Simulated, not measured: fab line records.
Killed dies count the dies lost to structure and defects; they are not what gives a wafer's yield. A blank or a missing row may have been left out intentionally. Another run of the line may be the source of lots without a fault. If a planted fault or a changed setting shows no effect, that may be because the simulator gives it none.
Which of the tools did it? | flow n5 finfet | Sampling: 10 lots, 29 wafers, 6 of 1938 route steps

## WHAT THE GAUGES READ, wafer by wafer
N5_WELL_APT_INSPECT_38: inspects for defects (darkfield).
lot  | measured    | on                | raw defect count
L591 | day 2 10:38 | defect inspect-01 | 11 14 6
L592 | day 2 17:02 | defect inspect-01 | 15 16 12
L595 | day 3 10:32 | defect inspect-01 | 10 3 8
L596 | day 3 16:52 | defect inspect-02 | 12 13 10
L597 | day 3 23:46 | defect inspect-01 | 11 5
L599 | day 4 10:50 | defect inspect-01 | 11 6 12
L601 | day 4 23:22 | defect inspect-02 | 7 17 16
L602 | day 5 05:27 | defect inspect-02 | 10 11 13
L604 | day 5 16:40 | defect inspect-02 | 2 13 10
L610 | day 7 05:04 | defect inspect-02 | 9 6 8

N5_PMOS_HMC_CHANNEL_EPI_CD_MEAS_09: the cd target is 237.4 nm.
lot  | measured    | on        | cd nm (nm)
L591 | day 2 11:04 | cd sem-01 | 236.3 235.6 235.7
L592 | day 2 17:21 | cd sem-02 | 236.9 237.3 237.6
L595 | day 3 10:59 | cd sem-01 | 236.7 236.2 236.1
L596 | day 3 17:18 | cd sem-01 | 236.7 236.3 236.2
L597 | day 4 00:12 | cd sem-01 | 238.1 237.5
L599 | day 4 11:16 | cd sem-03 | 237.3 236.6 237.9
L601 | day 4 23:40 | cd sem-02 | 260.7 238.1 262.1
L602 | day 5 05:46 | cd sem-03 | 259.5 237.3 235.9
L604 | day 5 16:58 | cd sem-02 | 237.6 237.2 238.3
L610 | day 7 05:31 | cd sem-01 | 237.1 236.1 238.0

N5_PMOS_HMC_CHANNEL_EPI_THK_MEAS_22.
lot  | measured    | on            | HMC_CMP_THK (nm)
L591 | day 2 13:50 | film metro-02 | 53.4 52.8 53.7
L592 | day 2 20:18 | film metro-02 | 52.3 52.6 53.5
L595 | day 3 13:32 | film metro-02 | 52.7 55.7 53.7
L596 | day 3 20:03 | film metro-01 | 53.2 52.7 52.3
L597 | day 4 02:50 | film metro-01 | 53.9 54.1
L599 | day 4 14:08 | film metro-01 | 55.3 54.0 54.3
L601 | day 5 02:05 | film metro-02 | 53.7 53.7 54.0
L602 | day 5 08:31 | film metro-02 | 53.4 53.9 52.8
L604 | day 5 20:02 | film metro-02 | 53.8 53.7 54.4
L610 | day 7 08:30 | film metro-02 | 53.0 51.9 53.6

N5_BEOL_M4_RC_MEAS_101.
lot  | measured     | on        | DIBL_N (mV/V)  | DIBL_P (mV/V)  | IOFF_N (nA/um) | IOFF_P (nA/um) | ION_N (uA/um) | ION_P (uA/um) | SS_N (mV/dec)  | SS_P (mV/dec)  | VT_N (mV)   | VT_P (mV)
L591 | day 8 12:54  | prober-02 | 34.4 36.0 36.2 | 35.0 36.9 36.9 | 0.13 0.16 0.16 | 0.17 0.21 0.20 | 658 686 670   | 451 467 457   | 70.6 71.6 71.4 | 73.4 73.6 73.9 | 253 250 250 | -252 -251 -253
L592 | day 9 09:04  | prober-02 | 36.3 36.1 38.2 | 36.9 37.0 39.6 | 0.17 0.17 0.23 | 0.21 0.21 0.27 | 683 677 687   | 459 457 465   | 71.6 71.6 72.3 | 73.3 73.4 74.0 | 250 249 243 | -253 -253 -249
L595 | day 9 23:06  | prober-01 | 37.1 35.8 37.0 | 35.6 34.7 35.9 | 0.18 0.14 0.17 | 0.23 0.21 0.24 | 691 671 683   | 465 461 471   | 72.0 71.1 72.0 | 73.1 73.3 73.2 | 247 250 247 | -249 -247 -245
L596 | day 10 12:10 | prober-01 | 38.0 37.3 36.9 | 38.3 35.4 35.4 | 0.17 0.14 0.14 | 0.26 0.21 0.21 | 679 660 664   | 480 458 462   | 72.0 71.1 71.9 | 73.9 73.1 72.7 | 250 249 253 | -244 -249 -248
L597 | day 10 17:59 | prober-02 | 36.4 36.4      | 35.5 36.1      | 0.14 0.15      | 0.18 0.21      | 667 668       | 453 454       | 70.6 70.6      | 73.6 73.7      | 251 251     | -253 -251
L599 | day 11 06:13 | prober-01 | 34.2 34.6 36.7 | 34.8 36.0 36.9 | 0.14 0.15 0.18 | 0.20 0.21 0.21 | 666 688 687   | 463 478 471   | 70.9 71.3 71.7 | 72.3 72.5 73.6 | 250 248 247 | -249 -250 -254
L601 | day 11 15:33 | prober-01 | 37.8 34.7 35.8 | 38.7 34.4 36.0 | 0.20 0.13 0.15 | 0.28 0.20 0.23 | 680 676 672   | 468 463 462   | 71.4 71.5 71.4 | 73.7 73.3 73.7 | 248 253 249 | -247 -250 -250
L602 | day 11 13:50 | prober-02 | 37.1 35.9 36.5 | 36.5 36.2 36.0 | 0.18 0.16 0.17 | 0.21 0.21 0.21 | 686 676 678   | 469 464 460   | 72.0 71.6 71.8 | 73.1 73.7 73.5 | 246 247 248 | -251 -252 -252
L604 | day 12 10:47 | prober-01 | 39.4 37.6 39.6 | 40.5 38.6 40.6 | 0.22 0.17 0.23 | 0.24 0.22 0.25 | 695 674 690   | 470 462 462   | 71.8 71.2 71.9 | 73.8 73.7 74.8 | 246 247 245 | -250 -251 -252
L610 | day 13 13:10 | prober-02 | 33.8 39.8 37.5 | 31.7 39.0 36.7 | 0.11 0.26 0.18 | 0.18 0.31 0.27 | 650 699 690   | 464 474 471   | 70.8 71.7 71.7 | 71.4 73.9 73.3 | 253 241 244 | -249 -241 -244

## TOOL THAT RAN EACH LOT (tool first, then ch and the chambers of the sampled wafers, then the start)
lot  | N5_PMOS_HMC_CHANNEL_EPI_EXPOSE_06 | N5_PMOS_HMC_CHANNEL_EPI_STRIP_33
L591 | arfi scanner-03 ch 0, day 2 10:57 | rie diel-05 ch 0,1,3, day 2 11:17
L592 | arfi scanner-03 ch 0, day 2 17:14 | rie diel-06 ch 0,1, day 2 17:34
L595 | arfi scanner-01 ch 0, day 3 10:52 | rie diel-03 ch 0,2,3, day 3 11:23
L596 | arfi scanner-03 ch 0, day 3 17:11 | rie diel-03 ch 0,2,3, day 3 17:31
L597 | arfi scanner-02 ch 0, day 4 00:05 | rie diel-06 ch 0,2, day 4 00:27
L599 | arfi scanner-01 ch 0, day 4 11:09 | rie diel-05 ch 0,2,3, day 4 11:37
L601 | arfi scanner-01 ch 0, day 4 23:33 | rie diel-05 ch 0,3, day 4 23:58
L602 | arfi scanner-01 ch 0, day 5 05:38 | rie diel-06 ch 0,2,3, day 5 05:59
L604 | arfi scanner-02 ch 0, day 5 16:51 | rie diel-03 ch 2,3, day 5 17:31
L610 | arfi scanner-03 ch 0, day 7 05:23 | rie diel-03 ch 2,3, day 7 05:58
- N5_PMOS_HMC_CHANNEL_EPI_EXPOSE_06: exposes mask PMOS HMC BLK, target cd 240 nm.
- N5_PMOS_HMC_CHANNEL_EPI_STRIP_33: strips in N2/H2.

## AS READ BY THE TOOLS THEMSELVES (means over the sampled wafers that have a number; for cases with no such wafer, the mark the record gives instead)
N5_PMOS_HMC_CHANNEL_EPI_STRIP_33.
lot  | tool        | drypump motor current A (A) | oes product au (a.u.) | rf vpp V (V) | showerhead plenum p Torr (Torr) | throttle valve pct (%)
L591 | rie diel-05 | 5.8                         | 0.81                  | 53.1         | 3.33                            | 18.8
L592 | rie diel-06 | 6.0                         | 0.75                  | 55.3         | 3.49                            | 19.4
L595 | rie diel-03 | 5.9                         | 0.78                  | 53.2         | 3.41                            | 18.9
L596 | rie diel-03 | 5.9                         | 0.78                  | 54.8         | 3.41                            | 18.9
L597 | rie diel-06 | 5.7                         | 0.73                  | 52.7         | 3.33                            | 19.2
L599 | rie diel-05 | 5.7                         | 0.83                  | 55.1         | 3.35                            | 19.1
L601 | rie diel-05 | 5.7                         | 0.74                  | 54.6         | 3.31                            | 19.0
L602 | rie diel-06 | 5.7                         | 0.78                  | 55.3         | 3.31                            | 19.0
L604 | rie diel-03 | 6.0                         | 0.72                  | 53.5         | 3.43                            | 18.9
L610 | rie diel-03 | 5.8                         | 0.72                  | 55.5         | 3.38                            | 18.8

## THE ANSWER, worked out from the rows above alone
Rule: usual is defined by the lots themselves. The widest of any qualifying gaps counts: lots, ordered by their means at a reading, are off when they make up no more than a third of the lots, leave a main group of 4 or more, and stand apart from it by 3 or more times the standard deviation of that group's means. Not used: any main group whose means are identical at the precision the tables above print for the reading. A lot without any number at a reading at which 4 lots or more have one is off too. Where the step has rows for the other lots, those lots are counted as sound. Order of review: gauges by route order, followed by the tools' own readings, for which a lot's mean as printed above is used. The first step at which some lot is off is used, and at that step the reading that is off furthest; a lot without a number counts as furthest.
Off at N5_PMOS_HMC_CHANNEL_EPI_CD_MEAS_09 (cd nm): L601, L602. The main group has a mean of 237.0 nm with a standard deviation of 0.65.
If a tool, at a process step before that reading, ran all the lots that are off and no sound lot after the first of them, it fits. The gauges at N5_PMOS_HMC_CHANNEL_EPI_CD_MEAS_09 are tried like those tools. One fits: arfi scanner-01 at N5_PMOS_HMC_CHANNEL_EPI_EXPOSE_06. Its last sound lot is L599 (day 4 11:09), its first lot that is off L601 (day 4 23:33): a fault that began between those two fits.

## WHAT THE SIMULATOR PUT IN
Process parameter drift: arfi scanner-01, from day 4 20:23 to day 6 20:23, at N5_PMOS_HMC_CHANNEL_EPI_EXPOSE_06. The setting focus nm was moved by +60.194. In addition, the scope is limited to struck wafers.
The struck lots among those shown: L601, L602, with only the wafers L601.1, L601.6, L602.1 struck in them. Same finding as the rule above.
